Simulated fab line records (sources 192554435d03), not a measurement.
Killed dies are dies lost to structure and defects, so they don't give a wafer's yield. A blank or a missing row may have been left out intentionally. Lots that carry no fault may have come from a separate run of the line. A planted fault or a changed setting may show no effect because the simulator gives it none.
Which tool did it? :: flow n5_finfet :: 36 wafers from 12 lots sampled at 2 of the route's 1938 steps

## WHAT THE GAUGES SHOWED, per wafer
N5_PASSIVATION_OVL_MEAS_60.
lot: L566
measured: day 13 21:43
on: overlay-01
TV_OVL (nm): -4 -7 -2

lot: L567
measured: day 13 16:01
on: overlay-02
TV_OVL (nm): -6 -7 -1

lot: L568
measured: day 14 18:20
on: overlay-01
TV_OVL (nm): -11 -7 -7

lot: L571
measured: day 14 22:17
on: overlay-02
TV_OVL (nm): -1 -5 -2

lot: L573
measured: day 14 22:44
on: overlay-02
TV_OVL (nm): -1 -4 6

lot: L579
measured: day 16 21:51
on: overlay-02
TV_OVL (nm): -2 2 -1

lot: L580
measured: day 17 16:05
on: overlay-02
TV_OVL (nm): 0 9 12

lot: L581
measured: day 18 01:51
on: overlay-02
TV_OVL (nm): 0 2 -4

lot: L583
measured: day 17 17:30
on: overlay-01
TV_OVL (nm): -5 4 1

lot: L585
measured: day 18 01:53
on: overlay-01
TV_OVL (nm): -2 -1 -1

lot: L586
measured: day 18 23:38
on: overlay-02
TV_OVL (nm): 7 -3 3

lot: L588
measured: day 19 05:36
on: overlay-02
TV_OVL (nm): -6 2 -4

## TOOL THAT RAN EACH LOT (tool first, then ch and the chambers of the sampled wafers, then the start)
lot: L566
N5_GATE_CUT_STRIP_41: rie_diel-03 ch 2,3, day 4 15:40

lot: L567
N5_GATE_CUT_STRIP_41: rie_diel-06 ch 1,3, day 4 19:28

lot: L568
N5_GATE_CUT_STRIP_41: rie_diel-03 ch 0,2, day 5 03:11

lot: L571
N5_GATE_CUT_STRIP_41: rie_diel-03 ch 2,3, day 5 16:49

lot: L573
N5_GATE_CUT_STRIP_41: rie_diel-06 ch 0,2, day 6 07:24

lot: L579
N5_GATE_CUT_STRIP_41: rie_diel-06 ch 0,2,3, day 7 20:19

lot: L580
N5_GATE_CUT_STRIP_41: rie_diel-06 ch 0,1,2, day 8 04:29

lot: L581
N5_GATE_CUT_STRIP_41: rie_diel-01 ch 0,1, day 8 05:37

lot: L583
N5_GATE_CUT_STRIP_41: rie_diel-03 ch 1,2,3, day 8 22:19

lot: L585
N5_GATE_CUT_STRIP_41: rie_diel-01 ch 0,1,3, day 9 05:43

lot: L586
N5_GATE_CUT_STRIP_41: rie_diel-01 ch 1,2,3, day 9 13:24

lot: L588
N5_GATE_CUT_STRIP_41: rie_diel-01 ch 1,2,3, day 10 00:31
- N5_GATE_CUT_STRIP_41: strips in CF4.

## AS READ BY THE TOOLS THEMSELVES (means over the sampled wafers that have a number; for cases with no such wafer, the mark the record gives instead)
N5_GATE_CUT_STRIP_41.
lot: L566
tool: rie_diel-03
drypump_motor_current_A (A): 4.9
oes_product_au (a.u.): 0.189
rf_vpp_V (V): 271.7
showerhead_plenum_p_Torr (Torr): 1.78
throttle_valve_pct (%): 13.38

lot: L567
tool: rie_diel-06
drypump_motor_current_A (A): 5.4
oes_product_au (a.u.): 0.166
rf_vpp_V (V): 272.0
showerhead_plenum_p_Torr (Torr): 1.83
throttle_valve_pct (%): 13.90

lot: L568
tool: rie_diel-03
drypump_motor_current_A (A): 5.4
oes_product_au (a.u.): 0.172
rf_vpp_V (V): 272.6
showerhead_plenum_p_Torr (Torr): 1.83
throttle_valve_pct (%): 13.73

lot: L571
tool: rie_diel-03
drypump_motor_current_A (A): 4.8
oes_product_au (a.u.): 0.183
rf_vpp_V (V): 270.2
showerhead_plenum_p_Torr (Torr): 1.75
throttle_valve_pct (%): 13.45

lot: L573
tool: rie_diel-06
drypump_motor_current_A (A): 6.4
oes_product_au (a.u.): 0.207
rf_vpp_V (V): 272.5
showerhead_plenum_p_Torr (Torr): 1.86
throttle_valve_pct (%): 13.21

lot: L579
tool: rie_diel-06
drypump_motor_current_A (A): 6.1
oes_product_au (a.u.): 0.190
rf_vpp_V (V): 271.4
showerhead_plenum_p_Torr (Torr): 1.84
throttle_valve_pct (%): 13.40

lot: L580
tool: rie_diel-06
drypump_motor_current_A (A): 5.9
oes_product_au (a.u.): 0.206
rf_vpp_V (V): 271.9
showerhead_plenum_p_Torr (Torr): 1.85
throttle_valve_pct (%): 13.41

lot: L581
tool: rie_diel-01
drypump_motor_current_A (A): 5.9
oes_product_au (a.u.): 0.165
rf_vpp_V (V): 269.5
showerhead_plenum_p_Torr (Torr): 1.75
throttle_valve_pct (%): 13.81

lot: L583
tool: rie_diel-03
drypump_motor_current_A (A): 4.9
oes_product_au (a.u.): 0.185
rf_vpp_V (V): 270.9
showerhead_plenum_p_Torr (Torr): 1.75
throttle_valve_pct (%): 13.57

lot: L585
tool: rie_diel-01
drypump_motor_current_A (A): 6.0
oes_product_au (a.u.): 0.178
rf_vpp_V (V): 270.2
showerhead_plenum_p_Torr (Torr): 1.76
throttle_valve_pct (%): 13.63

lot: L586
tool: rie_diel-01
drypump_motor_current_A (A): 5.9
oes_product_au (a.u.): 0.185
rf_vpp_V (V): 270.5
showerhead_plenum_p_Torr (Torr): 1.78
throttle_valve_pct (%): 13.57

lot: L588
tool: rie_diel-01
drypump_motor_current_A (A): 6.0
oes_product_au (a.u.): 0.183
rf_vpp_V (V): 270.9
showerhead_plenum_p_Torr (Torr): 1.78
throttle_valve_pct (%): 13.57

## THE ANSWER, worked out from the rows above alone
Rule: the usual values come from the lots themselves. Put in order of their means at a reading, lots are off if they are a third of the lots or fewer, leave a main group of 4 or more, and stand apart from it by a gap of 3 or more times the standard deviation of the main group's means; of several such gaps the widest counts. A main group whose means are all the same, to the digits that the tables above print for the reading, isn't used. Also off: a lot with no number at a reading for which 4 or more lots have one. Where the step has rows for the other lots, those lots are counted as sound. After the gauges, taken in route order, come the tools' own readings; for these a lot's mean is taken, as printed above. At the first step where some lot is off, the reading lying furthest off is the one used; lots without a number count as furthest.
None of the lots is off at any reading shown; this tells nothing.

## WHAT THE SIMULATOR HAD INSERTED
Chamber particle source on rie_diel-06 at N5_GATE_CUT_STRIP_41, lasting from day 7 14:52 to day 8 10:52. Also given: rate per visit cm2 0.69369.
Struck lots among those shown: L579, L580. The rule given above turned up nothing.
